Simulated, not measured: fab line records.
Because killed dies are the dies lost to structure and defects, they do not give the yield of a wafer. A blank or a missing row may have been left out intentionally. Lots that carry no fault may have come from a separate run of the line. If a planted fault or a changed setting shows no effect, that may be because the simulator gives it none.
Comparing a struck lot with a sound one :: flow n5 finfet :: 43 out of 1938 route steps
Sound: the wafers L628.3, L628.4, L628.5. Struck: wafer L626.3 (left out: L626.1, L626.4 of the same lot, which were not struck); the cause appears at the end.
At each step with rows: each side's tool, then ch and its chambers, then its first start. Under that, the readings that differ: sound wafers :: struck wafers :: difference of the means :: sigmas: that difference in standard deviations of wafers without a fault.
alike: readings whose means differ by less than 2 such deviations, and words and numbers that are the same on both sides. not compared: withheld readings, readings that some wafer has no value for, bounds like >300 that may hide the same value, and numbers for which the record gives no deviation and whose values overlap.
A row with sigmas, a row that says differs or no value, or rows on one side alone: a step with any of these is where the two part. When numbers do not overlap yet have no deviation, they are printed without sigmas and do not part them. A reading that every wafer of one side lacks parts them only if that side has two wafers or more.

first, 4 steps without rows for these wafers: N5_MOL_CONTACT_COAG_PRECLEAN_111 (cleans in NF3:NH3, afs cycles 1, time 20 s, sublimation time 60 s); N5_MOL_CONTACT_COAG_TI_SIL_19 (material Ti, target thk 4.2 nm, time 15 s); N5_MOL_CONTACT_COAG_ALD_20 (deposits TiN, target thk 1.5 nm, pulse time 1 s, purge time 3 s); N5_MOL_CONTACT_COAG_SIL_ANNEAL_21 (time 60 s).
N5_MOL_CONTACT_COAG_PRE_CLEAN_141: time 60 s.
  sound on pvd sputter-02, day 6 05:58; struck on pvd sputter-01, day 5 21:11
reading: heater power w (W)
sound: 549 417 507
struck: 402
difference: -89
sigmas: -2
then, 7 steps without rows for these wafers: N5_MOL_CONTACT_COAG_SPUTTER_143 (material Co, target thk 2.5 nm); N5_MOL_CONTACT_COAG_CO_FILL_22 (material Co, precursor CCTBA/H2, target thk 20 nm); N5_MOL_CONTACT_COAG_ANNEAL_113 (time 300 s); N5_MOL_CONTACT_COAG_PRE_CLEAN_142 (time 60 s); N5_MOL_CONTACT_COAG_SPUTTER_130 (material Co, target thk 47.5 nm); N5_MOL_CONTACT_COAG_PRECLEAN_125 (cleans in DIW, time 57.5 s); N5_MOL_CONTACT_COAG_SRD_126 (dry time 32 s).
N5_MOL_CONTACT_COAG_CMP_23: polishes, stops on SiO2, t overpolish 1.5 s, target thk 0 nm.
  sound on cmp-01 ch 1,2,3, day 6 09:12; struck on cmp-02 ch 1, day 5 23:36
reading: platen rpm (rpm)
sound: 50.32 50.29 50.28
struck: 55.36
difference: +5.06
sigmas: +99 or more
  alike: motor current A, overpolish run s, time to endpoint s
then, 2 steps without rows for these wafers: N5_MOL_CONTACT_COAG_WET_ETCH_26 (target Co, target depth 13 nm); N5_MOL_CONTACT_COAG_WET_ETCH_116 (etches the open film in SC1-inhibited, target depth 4.6 nm, rinse time 30 s).
N5_MOL_CONTACT_COAG_ALD_27: deposits SiOC, target thk 17 nm, pulse time 1.5 s, time 2720 s.
  sound on ald sin-02 ch 2,3, day 6 10:01; struck on ald sin-04 ch 1, day 6 00:25
  alike: heater power w, precursor pulse height rel
then, 1 step without rows for these wafers: N5_MOL_CONTACT_COAG_CMP_28 (polishes, stops on SiNx, t overpolish 0.85 s, target thk 14.522 nm).
N5_MOL_CONTACT_COAG_THK_MEAS_29:
  sound on film metro-01, day 6 11:53; struck on film metro-01, day 6 02:18
  alike: MD_CAP_THK
N5_MOL_CONTACT_COAG_ALD_123: deposits SiNx, target thk 5 nm, pulse time 1 s, purge time 2 s.
  sound on ald sin-04 ch 1,3, day 6 12:29; struck on ald sin-03 ch 2, day 6 02:20
  alike: heater power w, precursor pulse height rel
then, 10 steps without rows for these wafers: N5_MOL_CONTACT_COAG_PECVD_31 (deposits SiO2 from TEOS/O2, target thk 46 nm, time 8.9 s); N5_MOL_CONTACT_COAG_COAT_75 (time 60 s, resist thk 60 nm); N5_MOL_CONTACT_COAG_COAT_76 (time 60 s, resist thk 10 nm); N5_MOL_CONTACT_COAG_COAT_77 (time 60 s, resist thk 10 nm); N5_MOL_CONTACT_COAG_COAT_78 (resist thk 40 nm); N5_MOL_CONTACT_COAG_EBR_80; N5_MOL_CONTACT_COAG_SOFTBAKE_79 (time 60 s); N5_MOL_CONTACT_COAG_EXPOSE_81 (exposes mask VG, defocus 0 nm); N5_MOL_CONTACT_COAG_PEB_82 (peb time 60 s); N5_MOL_CONTACT_COAG_DEVELOP_83 (develop time 30 s).
N5_MOL_CONTACT_COAG_CD_MEAS_84: target cd 25.1 nm.
  sound on cd sem-03 ch 0, day 6 13:20; struck on cd sem-02 ch 0, day 6 03:11
  alike: cd nm
N5_MOL_CONTACT_COAG_OVL_MEAS_85:
  sound on overlay-02 ch 0, day 6 13:22; struck on overlay-01 ch 0, day 6 03:13
  alike: VG_OVL
N5_MOL_CONTACT_COAG_INSPECT_57: inspects for defects (brightfield).
  sound on defect inspect-01, day 6 13:25; struck on defect inspect-01, day 6 03:16
  alike: raw defect count
then, 3 steps without rows for these wafers: N5_MOL_CONTACT_COAG_DESCUM_88 (chemistry O2, time 7 s); N5_MOL_CONTACT_COAG_ETCH_89 (etches underlayer in N2/H2, target depth 13 nm, time 10.4 s); N5_MOL_CONTACT_COAG_ETCH_90 (etches SiARC in CF4, target depth 13 nm, time 21.7 s).
N5_MOL_CONTACT_COAG_ALD_131: deposits SiO2, target thk 5 nm, pulse time 1 s, co reactant pulse time 1 s.
  sound on ald sin-03 ch 0,2,3, day 6 13:52; struck on ald sin-03 ch 2, day 6 03:26
  alike: heater power w, precursor pulse height rel
N5_MOL_CONTACT_COAG_ETCHBACK_132: etches SiO2 in CHF3, target depth 10 nm, time 6.7 s.
  sound on rie diel-04 ch 0,1,3, day 6 14:09; struck on rie diel-04 ch 3, day 6 03:37
  alike: drypump motor current A, oes_ar_750_au, oes product au, rf vpp V, showerhead plenum p Torr, throttle valve pct
  not compared: rf hours counter h
then, 3 steps without rows for these wafers: N5_MOL_CONTACT_COAG_ETCH_91 (etches SOC in N2/H2, target depth 60 nm, overetch 21 nm, time 101.2 s); N5_MOL_CONTACT_COAG_STRIP_92 (strips in N2/H2); N5_MOL_CONTACT_COAG_STRIP_93 (strips in N2/H2).
N5_MOL_CONTACT_COAG_ETCH_47: etches SiNx in CH3F/O2, stops on W, target depth 27 nm.
  sound on rie diel-04 ch 0,1,3, day 6 14:25; struck on rie diel-04 ch 3, day 6 03:53
reading: model.etch.depth nm (nm)
sound: 17.87 17.9 17.79
struck: 17.77
difference: -0.08
sigmas: 
  alike: drypump motor current A, etch rf on time s, oes_ar_750_au, oes product au, rf vpp V, showerhead plenum p Torr, throttle valve pct
  not compared: rf hours counter h
-- here the record skips 4 days between the struck wafers' starts before and after, leaving off in module MOL_CONTACT_COAG and picking up in module BEOL_M4 (first step shown: number 1111 of the route) --
N5_BEOL_M4_RC_MEAS_101:
  sound on prober-02 ch 0, day 10 15:11; struck on prober-01 ch 0, day 9 21:03
  alike: DIBL_N, DIBL_P, IOFF_N, IOFF_P, ION_N, ION_P, SS_N, SS_P, VT_N, VT_P
-- here the record skips 5 days between the struck wafers' starts before and after, leaving off in module BEOL_M4 and picking up in module PASSIVATION (first step shown: number 1936 of the route) --
N5_PASSIVATION_PROBE_49:
  sound on prober-01, day 14 23:25; struck on prober-01, day 14 16:02
reading: killed at contacts
sound: 11 9 8
struck: 27
difference: +18
sigmas: +3

reading: killed at front end
sound: 17 25 39
struck: 51
difference: +24
sigmas: +2
  alike: defect limited yield, killed_at_M0_to_M3, killed_at_M4_up, killed at other, killed dies, killed open, killed short, sort_bin_5_function, sort_bin_6_memory, sort n pass, sort yield pct

== WHERE THEY PART ==
Earliest at N5_MOL_CONTACT_COAG_PRE_CLEAN_141; latest, in this record, at N5_PASSIVATION_PROBE_49.

WHY: whatever the simulator had introduced
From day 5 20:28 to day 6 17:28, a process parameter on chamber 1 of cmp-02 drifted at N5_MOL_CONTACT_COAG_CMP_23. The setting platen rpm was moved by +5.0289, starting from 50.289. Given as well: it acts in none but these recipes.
